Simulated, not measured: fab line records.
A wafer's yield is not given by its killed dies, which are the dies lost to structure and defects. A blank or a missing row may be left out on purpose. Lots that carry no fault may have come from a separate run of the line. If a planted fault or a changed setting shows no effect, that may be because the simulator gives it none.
fab line records	flow nand_harc
record lots=6	wafers=18	last_day=33
route steps=1302 shown A_M0@1155 A_M1@1169 END@1302
lots untouched by any fault: they come from a run of this same line in which no faults occurred
start_h: the number of hours between the record's first day and the start of the first shown wafer of the lot	wait_h: hours elapsed since this lot's preceding step	" unchanged from the row above	L1.1+2: several wafers, shown together as one row	- no value, or no start was given	* or withheld: withheld	< > ~ a bound
route shown NAME@n: names a module that has steps shown in the file, with the first one's number in the route	usual: the fault-free wafers' mean and standard deviation	same: alike in all rows	chamber/n: place in a boat	sites: per-site readings	_std_site: the standard deviation of these	_edge_site: inner sites' mean taken away from outer sites' mean	radius_mm: for every site, how far away it sits from the centre of the wafer	mask NAME#n: copy n	behind: the most recent tool/chamber to have shaped the wafer	hold: the reason the lot was held/the length of the hold in hours/how it ended	device: the n, p or np transistor that did not switch	end of line: the same wafers' tests at the end of the route	for a step that has no rows: nothing shown but its recipe	killed: count of dies lost to structure and defects at first sort (not the wafer's yield)	map: a wafer's dies, x killed, . not, _ none there
set.NAME: setting as actually run; set.NAME@STEP: the setting as run at that earlier step	model.NAME: the simulator's own value behind a step, which no gauge read
lots at selected steps of the route; one table per step, one row per wafer
services: the hour from which a tool's chamber was out of use, counted from the record's first day as start_h (under 0 if before that day), plus the number of hours and why
## steps
# step NHARC_A_M0_STRIP_19
# recipe time_s=600	temp_c=30	chemistry=post_etch_residue_remover
# step NHARC_A_M0_DEGAS_28
# recipe temp_c=250	time_s=60
# usual heater_power_w=332/35
lot.wafer	tool	chamber	start_h	wait_h	heater_power_w
L640.3	pvd_sputter-03	-	563.85	-	283
L640.4	"	-	"	"	339
L640.2	"	-	"	"	352
L645.3	pvd_sputter-03	-	599.40	-	342
L645.2	"	-	"	"	355
L645.1	"	-	"	"	287
L650.2	pvd_sputter-02	-	648.53	-	311
L650.5	"	-	"	"	398
L650.6	"	-	"	"	344
L651.3	pvd_sputter-02	-	650.97	-	348
L651.6	"	-	"	"	353
L651.5	"	-	"	"	388
L654.2	pvd_sputter-03	-	669.95	-	285
L654.3	"	-	"	"	350
L654.5	"	-	"	"	284
L660.1	pvd_sputter-02	-	744.34	-	355
L660.4	"	-	"	"	406
L660.5	"	-	"	"	385
# step NHARC_A_M0_PRE_CLEAN_29
# recipe time_s=30	temp_c=280	gas=H2/He
# usual heater_power_w=407/43
lot.wafer	tool	chamber	start_h	wait_h	heater_power_w
L640.3	pvd_sputter-03	-	-	-	357
L640.4	"	-	"	"	445
L640.2	"	-	"	"	417
L645.2	pvd_sputter-03	-	-	-	429
L645.3	"	-	"	"	350
L645.1	"	-	"	"	417
L650.2	pvd_sputter-02	-	-	-	437
L650.6	"	-	"	"	374
L650.5	"	-	"	"	440
L651.3	pvd_sputter-02	-	-	-	387
L651.6	"	-	"	"	428
L651.5	"	-	"	"	389
L654.2	pvd_sputter-03	-	-	-	347
L654.3	"	-	"	"	440
L654.5	"	-	"	"	436
L660.4	pvd_sputter-02	-	-	-	494
L660.1	"	-	"	"	422
L660.5	"	-	"	"	496
# step NHARC_A_M0_PVD_20
# recipe target_thk_a=50	bias_v=168.6	power_w=15000	chamber_pressure_pa=0.12	time_s=8.06	substrate_temp_c=50	material=TaN
# usual throttle_valve_pct=30.4/1.1
lot.wafer	tool	chamber	start_h	wait_h	throttle_valve_pct
L640.3	pvd_sputter-03	-	-	-	28.1
L640.2	"	-	"	"	30.6
L640.4	"	-	"	"	29.9
L645.3	pvd_sputter-03	-	-	-	30.6
L645.1	"	-	"	"	28.1
L645.2	"	-	"	"	29.7
L650.2	pvd_sputter-02	-	-	-	30.3
L650.6	"	-	"	"	31.6
L650.5	"	-	"	"	28.5
L651.3	pvd_sputter-02	-	-	-	31.4
L651.5	"	-	"	"	31.7
L651.6	"	-	"	"	28.1
L654.2	pvd_sputter-03	-	-	-	30.5
L654.3	"	-	"	"	30.6
L654.5	"	-	"	"	29.4
L660.4	pvd_sputter-02	-	-	-	30.1
L660.1	"	-	"	"	28.3
L660.5	"	-	"	"	31.4
# step NHARC_A_M0_PVD_21
# recipe target_thk_a=300	chamber_pressure_pa=5	power_w=5000	substrate_temp_c=30	time_s=20.49	material=Cu
# usual throttle_valve_pct=30.3/1.1
lot.wafer	tool	chamber	start_h	wait_h	throttle_valve_pct
L640.2	pvd_sputter-03	-	-	-	29.3
L640.4	"	-	"	"	30.3
L640.3	"	-	"	"	30.4
L645.2	pvd_sputter-03	-	-	-	29.5
L645.1	"	-	"	"	30.3
L645.3	"	-	"	"	28.1
L650.2	pvd_sputter-02	-	-	-	31.3
L650.5	"	-	"	"	31.6
L650.6	"	-	"	"	28.4
L651.3	pvd_sputter-02	-	-	-	31.7
L651.6	"	-	"	"	31.7
L651.5	"	-	"	"	28.3
L654.2	pvd_sputter-03	-	-	-	29.8
L654.3	"	-	"	"	27.8
L654.5	"	-	"	"	29.5
L660.4	pvd_sputter-02	-	-	-	31.6
L660.1	"	-	"	"	31.5
L660.5	"	-	"	"	28.1
# step NHARC_A_M0_ECD_22
# recipe target_thk_a=4000	bath_temp_c=25	material=Cu
# step NHARC_A_M0_ANNEAL_30
# recipe temp_c=225	time_s=90
# step NHARC_A_M0_CMP_23
# recipe t_overpolish_s=20	target_thk_nm=113.75
# step NHARC_A_M0_THK_MEAS_24
# recipe thk_meas_gauge=xrf
# usual thk_nm=113.6/1.7
lot.wafer	tool	chamber	start_h	wait_h	thk_nm
L640.2	film_metro-02	-	565.28	-	112.6
L640.3	"	-	"	"	111.6
L640.4	"	-	"	"	111.6
L645.1	film_metro-01	-	600.80	-	112.4
L645.2	"	-	"	"	111.7
L645.3	"	-	"	"	114.9
L650.2	film_metro-01	-	649.92	-	114.8
L650.5	"	-	"	"	113.5
L650.6	"	-	"	"	114.9
L651.3	film_metro-02	-	652.35	-	111.2
L651.5	"	-	"	"	115.1
L651.6	"	-	"	"	113.5
L654.2	film_metro-02	-	671.34	-	115.4
L654.3	"	-	"	"	113.1
L654.5	"	-	"	"	112.7
L660.1	film_metro-01	-	745.91	-	113.6
L660.4	"	-	"	"	116.0
L660.5	"	-	"	"	113.7
# step NHARC_A_M0_SRD_25
# step NHARC_A_M0_INSPECT_27
# usual raw_defect_count=580/170
lot.wafer	tool	chamber	start_h	wait_h	raw_defect_count
L640.2	defect_inspect-01	-	565.44	0.0	352
L640.3	"	-	"	"	442
L640.4	"	-	"	"	395
L645.1	defect_inspect-01	-	600.96	0.0	592
L645.2	"	-	"	"	499
L645.3	"	-	"	"	566
L650.2	defect_inspect-01	-	650.08	0.0	779
L650.5	"	-	"	"	658
L650.6	"	-	"	"	739
L651.3	defect_inspect-02	-	652.51	0.0	432
L651.5	"	-	"	"	412
L651.6	"	-	"	"	495
L654.2	defect_inspect-02	-	671.50	0.0	410
L654.3	"	-	"	"	765
L654.5	"	-	"	"	521
L660.1	defect_inspect-01	-	746.06	0.0	474
L660.4	"	-	"	"	576
L660.5	"	-	"	"	517
# step NHARC_A_M0_PRE_CLEAN_31
# recipe time_s=12	temp_c=370	rf_power_w=300	gas=NH3
# usual heater_power_w=634/75
lot.wafer	tool	chamber	start_h	wait_h	heater_power_w
L640.2	pecvd-02	1	565.51	0.1	762
L640.3	"	0	"	"	743
L640.4	"	2	"	"	677
L645.1	pecvd-03	1	601.13	0.2	633
L645.3	"	2	"	"	549
L645.2	"	0	"	"	672
L650.2	pecvd-03	0	650.15	0.1	677
L650.6	"	1	"	"	626
L650.5	"	2	"	"	558
L651.3	pecvd-03	1	652.59	0.1	697
L651.5	"	0	"	"	652
L651.6	"	2	"	"	546
L654.3	pecvd-04	1	671.57	0.1	533
L654.2	"	2	"	"	579
L654.5	"	1	"	"	543
L660.1	pecvd-02	1	746.16	0.1	727
L660.4	"	0	"	"	683
L660.5	"	1	"	"	717
# step NHARC_A_M0_DEP_32
# recipe target_thk_a=300	temp_c=370	target_thk_nm=30	pressure_torr=3	flow_sccm=200	rf_w=450	material=SiCN
# usual heater_power_w=574/84	showerhead_vpp_V=1280/62
lot.wafer	tool	chamber	start_h	wait_h	heater_power_w	showerhead_vpp_V
L640.2	pecvd-02	1	565.59	0.1	682	1362
L640.3	"	0	"	"	681	1341
L640.4	"	2	"	"	708	1295
L645.1	pecvd-03	1	601.21	0.1	658	1288
L645.3	"	2	"	"	472	1232
L645.2	"	0	"	"	610	1221
L650.2	pecvd-03	0	650.23	0.1	623	1231
L650.6	"	1	"	"	565	1296
L650.5	"	2	"	"	417	1222
L651.3	pecvd-03	1	652.69	0.1	600	1294
L651.5	"	0	"	"	568	1228
L651.6	"	2	"	"	504	1229
L654.3	pecvd-04	1	671.64	0.1	510	1166
L654.2	"	2	"	"	552	1415
L654.5	"	1	"	"	508	1185
L660.1	pecvd-02	1	746.30	0.1	784	1334
L660.4	"	0	"	"	654	1381
L660.5	"	1	"	"	796	1337
# step NHARC_A_M1_DEP_00
# recipe target_thk_a=1825	target_thk_nm=182.5	temp_c=withheld	pressure_torr=5	flow_sccm=200	rf_w=600	material=SiOC
# step NHARC_A_M1_DEHYDRATE_01
# recipe temp_c=150	time_s=120
# step NHARC_A_M1_HMDS_02
# recipe time_s=30
# step NHARC_A_M1_COAT_34
# recipe temp_c=200	time_s=65
# step NHARC_A_M1_COAT_03
# recipe spin_rpm=1500	resist_thk_nm=90
# step NHARC_A_M1_SOFTBAKE_04
# recipe temp_c=105	time_s=55
# step NHARC_A_M1_EBR_05
# step NHARC_A_M1_EXPOSE_06
# recipe na=1.35	target_cd_nm=120	dose_mj=75.13	mask_id=A_M1
# step NHARC_A_M1_PEB_07
# recipe peb_temp_c=100	peb_time_s=65
# step NHARC_A_M1_DEVELOP_08
# recipe develop_time_s=35	dev_temp_c=23
# step NHARC_A_M1_CD_MEAS_09
# recipe target_cd_nm=120	landing_energy_ev=500
# usual cd_nm=120.8/0.5
lot.wafer	tool	chamber	start_h	wait_h	cd_nm
L640.2	cd_sem-02	0	566.83	-	120.9
L640.3	"	0	"	"	120.5
L640.4	"	0	"	"	120.2
L645.1	cd_sem-01	0	602.65	-	120.5
L645.2	"	0	"	"	120.8
L645.3	"	0	"	"	120.0
L650.2	cd_sem-01	0	651.48	-	121.3
L650.5	"	0	"	"	121.2
L650.6	"	0	"	"	120.1
L651.3	cd_sem-01	0	653.90	-	120.8
L651.5	"	0	"	"	120.2
L651.6	"	0	"	"	121.7
L654.2	cd_sem-01	0	672.90	-	121.8
L654.3	"	0	"	"	120.8
L654.5	"	0	"	"	121.3
L660.1	cd_sem-03	0	747.33	-	120.8
L660.4	"	0	"	"	121.2
L660.5	"	0	"	"	121.0
# step NHARC_A_M1_OVL_MEAS_10
# recipe pitch_nm=240
# usual overlay_x_nm=0.1/0.94	overlay_y_nm=-0.1/0.79
lot.wafer	tool	chamber	start_h	wait_h	overlay_x_nm	overlay_y_nm
L640.2	overlay-02	-	566.92	-	-0.7	1.2
L640.3	"	-	"	"	-1.1	1.1
L640.4	"	-	"	"	-1.3	1.6
L645.1	overlay-02	-	602.73	-	0.1	0.9
L645.2	"	-	"	"	0.7	0.8
L645.3	"	-	"	"	0.1	1.8
L650.2	overlay-02	-	651.57	-	-0.7	0.2
L650.5	"	-	"	"	-0.7	0.1
L650.6	"	-	"	"	-1.0	0.0
L651.3	overlay-02	-	653.99	-	-0.3	-1.5
L651.5	"	-	"	"	-0.1	-1.3
L651.6	"	-	"	"	0.4	-0.8
L654.2	overlay-01	-	672.99	-	0.5	-0.4
L654.3	"	-	"	"	0.1	-0.2
L654.5	"	-	"	"	0.1	-0.7
L660.1	overlay-01	-	747.42	-	1.2	0.5
L660.4	"	-	"	"	1.1	0.7
L660.5	"	-	"	"	2.0	0.6
# step NHARC_A_M1_INSPECT_11
# usual raw_defect_count=83/39
lot.wafer	tool	chamber	start_h	wait_h	raw_defect_count
L640.2	defect_inspect-02	-	566.96	0.0	36
L640.3	"	-	"	"	34
L640.4	"	-	"	"	28
L645.1	defect_inspect-02	-	602.77	0.0	116
L645.2	"	-	"	"	116
L645.3	"	-	"	"	96
L650.2	defect_inspect-01	-	651.60	0.0	938
L650.5	"	-	"	"	77
L650.6	"	-	"	"	62
L651.3	defect_inspect-02	-	654.02	0.0	85
L651.5	"	-	"	"	958
L651.6	"	-	"	"	105
L654.2	defect_inspect-01	-	673.02	0.0	80
L654.3	"	-	"	"	72
L654.5	"	-	"	"	76
L660.1	defect_inspect-02	-	747.45	0.0	115
L660.4	"	-	"	"	109
L660.5	"	-	"	"	125
# step NHARC_A_M1_DESCUM_14
# recipe time_s=3	o2_flow_sccm=200	ar_flow_sccm=0	bias_power_w=0	chemistry=O2
# step NHARC_END_SORT_01
# recipe temp_c=25
# usual defect_limited_yield=91.7/2.5	killed_at_array=52/18	killed_at_other=1.0/1.4	killed_at_periphery=3.1/2.3	killed_dies=56/17	killed_open=3.0/1.7	killed_short=2.5/1.7	sort_bin_2_pct=3.0/1.1	sort_bin_3_pct=0.6/0.36	sort_bin_4_pct=4.8/1.4	sort_n_pass=621/17	sort_rim_yield_pct=91/4.6	sort_yield_pct=91.7/2.5
# same gross_dies=677	sort_bin_5_pct[%]=0	sort_bin_6_pct[%]=0	sort_bin_7_pct[%]=0	sort_bin_8_pct[%]=0	sort_rim_n_gross=106.00
lot.wafer	tool	chamber	start_h	wait_h	defect_limited_yield[%]	killed_at_array	killed_at_other	killed_at_periphery	killed_dies	killed_open	killed_short	sort_bin_2_pct[%]	sort_bin_3_pct[%]	sort_bin_4_pct[%]	sort_n_pass	sort_rim_yield_pct[%]	sort_yield_pct[%]
L640.2	prober-01	0	604.73	2.8	94.7	32	2	2	36	3	1	1.9	0.6	2.8	641	94	94.7
L640.3	prober-01	0	605.53	3.1	95.3	28	0	4	32	2	1	1.6	0.3	2.8	645	95	95.3
L640.4	prober-01	0	606.33	3.4	95.9	25	1	2	28	2	1	1.2	0.3	2.7	649	93	95.9
L651.5	prober-01	0	686.79	3.7	79.9	135	0	1	136	4	1	9.2	4.4	6.5	541	89	79.9
L650.2	prober-01	0	692.22	2.8	79.8	134	0	3	137	4	3	8.1	5.6	6.5	540	90	79.8
L654.2	prober-01	0	710.66	2.8	92.5	49	0	2	51	5	3	2.5	0.7	4.3	626	83	92.5
L654.3	prober-01	0	711.46	3.1	93.1	44	0	3	47	2	2	2.4	0.6	4.0	630	97	93.1
L654.5	prober-01	0	713.05	3.7	91.0	57	0	4	61	3	5	3.1	0.1	5.8	616	95	91.0
# killed by level:class
L640.2 A_CHANNEL_HOLE_D2:chamber_film_flake=10 A_STAIRCASE:chamber_film_flake=5 A_CONTACT:chamber_film_flake=5 A_ZERO_WELL:chamber_film_flake=4 A_CHANNEL_HOLE_D1:chamber_film_flake=2 THIN_TSV:chamber_film_flake=2 P_STI:geometric_particle:open=1 A_CHANNEL_FILL_D2:geometric_particle:open=1
L640.3 A_CHANNEL_HOLE_D2:chamber_film_flake=12 A_STAIRCASE:chamber_film_flake=7 A_CHANNEL_FILL_D1:chamber_film_flake=2 A_CONTACT:chamber_film_flake=2 A_CHANNEL_HOLE_D2:geometric_particle:short=1 A_WL_FILL:geometric_particle:open=1 A_M1:geometric_particle:open=1 P_ZERO_WELL:chamber_film_flake=1
L640.4 A_CHANNEL_HOLE_D2:chamber_film_flake=8 A_CONTACT:chamber_film_flake=8 A_STAIRCASE:chamber_film_flake=3 A_CHANNEL_HOLE_D1:geometric_particle:open=1 A_CHANNEL_FILL_D1:geometric_particle:open=1 P_STI:chamber_film_flake=1 A_BLC:geometric_particle:short=1 P_ZERO_WELL:chamber_film_flake=1
L651.5 A_M0:unspecified=92 A_CHANNEL_HOLE_D2:chamber_film_flake=15 A_STAIRCASE:chamber_film_flake=7 A_CHANNEL_HOLE_D1:chamber_film_flake=6 A_CONTACT:chamber_film_flake=5 A_SLIT:chamber_film_flake=3 A_ONON_D1:geometric_particle:open=1 A_CHANNEL_FILL_D1:geometric_particle:short=1
L650.2 A_M0:unspecified=89 A_SLIT:chamber_film_flake=27 A_CHANNEL_HOLE_D1:chamber_film_flake=7 A_ONON_D2:geometric_particle:open=2 A_CONTACT:chamber_film_flake=2 P_GATE:geometric_particle:open=1 A_CHANNEL_HOLE_D1:geometric_particle:short=1 A_CHANNEL_FILL_D2:geometric_particle:short=1
L654.2 A_CHANNEL_HOLE_D1:chamber_film_flake=23 A_CONTACT:chamber_film_flake=7 A_STAIRCASE:chamber_film_flake=5 A_SLIT:chamber_film_flake=4 A_CHANNEL_FILL_D2:geometric_particle:open=2 A_CHANNEL_FILL_D1:chamber_film_flake=2 P_CONTACT:geometric_particle:open=1 A_CHANNEL_FILL_D1:geometric_particle:open=1
L654.3 A_CHANNEL_HOLE_D1:chamber_film_flake=27 A_STAIRCASE:chamber_film_flake=5 A_SLIT:chamber_film_flake=3 A_CONTACT:chamber_film_flake=3 P_GATE:chamber_film_flake=2 A_BLC:chamber_film_flake=2 P_M1:geometric_particle:open=1 A_CHANNEL_HOLE_D1:geometric_particle:short=1
L654.5 A_CHANNEL_HOLE_D1:chamber_film_flake=29 A_CONTACT:chamber_film_flake=13 A_STAIRCASE:chamber_film_flake=5 A_SLIT:chamber_film_flake=4 A_WL_FILL:geometric_particle:short=2 P_STI:geometric_particle:short=1 P_CONTACT:geometric_particle:open=1 P_M0:geometric_particle:short=1
# map L650.2 (x killed, . not)
____________.____________
_________......._________
_______..........._______
______.............______
_____..............._____
____.................____
____.................____
___...................___
___...................___
__.....................__
__.....................__
_............x.........._
_......x................_
_......................._
_......................._
_...........x..........._
...x....x................
................x........
............x.....x......
.......x.xxx.............
........xxxx.xx..........
_.....xxxxxxxx.........._
_......xxxxxxx.........._
_......xxxxxxx.........._
_......xxxxxxxxx........_
_....x.xxxxxxxx........._
__...xxxxxxxxx........x__
__....xxxxxxxxx...x....__
___...xxxxxxx.........___
___x.x.xxxxxxx..x.....___
____....xxxxxx.xxx...____
____.....x.xxxxxxxx..____
_____..xx.x..xxxxx.x_____
______....x...xxxxx______
_______x.x..xxxxxx_______
_________......x_________
____________.____________
# map L651.5 (x killed, . not)
____________.____________
_________......._________
_______..........._______
______.............______
_____..........x...._____
____...............x.____
____.................____
___................x.x___
___..................x___
__.....................__
__.....................__
_......................._
_......................._
_.................x....._
_......................._
_.x.........x..........._
.............x...........
.............x...........
...........x.............
..........xxx...........x
....x..xxxxxx............
_xx....xxxxx.x........x._
_.....xxxxxxxx.........._
_...x.xxxxxxxxx..x......_
_.....xxxxxxxxx........._
_...x.xxxxxxxxx........._
__...xxxxxxxxxxx.......__
__...xxxxxxxxxx........__
___...xxxxxxxxx.......___
___x..xxxxxxxx...x....___
____...x.xxxxx.......____
____...xxx.x...xx....____
_____x.x..x...xx.x.._____
______........xxx..______
_______......x.xxx_______
_________x.....x_________
____________.____________
## services
tool	chamber	start_h	hours	kind
pecvd-03	-	547.96	13.0	pm
pecvd-03	0	547.96	13.0	vent_cycle
pecvd-03	1	547.96	13.0	vent_cycle
pecvd-03	2	547.96	13.0	vent_cycle
pecvd-03	0	560.96	-	clean
pecvd-03	1	560.96	-	clean
pecvd-03	2	560.96	-	clean
pecvd-04	-	575.74	1.2	repair
pecvd-02	-	589.38	13.0	pm
pecvd-02	0	589.38	13.0	vent_cycle
pecvd-02	1	589.38	13.0	vent_cycle
pecvd-02	2	589.38	13.0	vent_cycle
pecvd-04	-	596.02	11.9	repair
pvd_sputter-02	-	617.26	6.3	repair
pecvd-04	-	631.15	13.0	pm
pvd_sputter-02	-	638.00	10.0	pm
pvd_sputter-03	-	704.01	10.0	pm
pecvd-03	0	726.25	8.9	repair
pecvd-03	-	728.96	13.0	pm
pecvd-03	1	728.96	13.0	vent_cycle
pecvd-03	2	728.96	13.0	vent_cycle
pecvd-03	0	741.96	-	clean
pecvd-03	1	741.96	-	clean
pecvd-03	2	741.96	-	clean
## key
first_sign step=NHARC_A_M1_INSPECT_11	reading=raw_defect_count	direction=up	sigmas=22	usual=83	struck=948
effect step=NHARC_END_SORT_01	reading=killed_dies	direction=up	sigmas=4.7	usual=56	struck=136
more_kills_born_at NHARC_A_M0_PRE_CLEAN_31@pecvd-03=181
met_at NHARC_A_M0_PRE_CLEAN_31
struck_wafers L650.2,L651.5
onset_between 601.13 650.15
fault kind=chamber_particle_source	tool=pecvd-03	chamber=0	onset_h=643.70	steps=NHARC_A_M0_PRE_CLEAN_31	rate_per_visit_cm2=1.3495	end_h=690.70
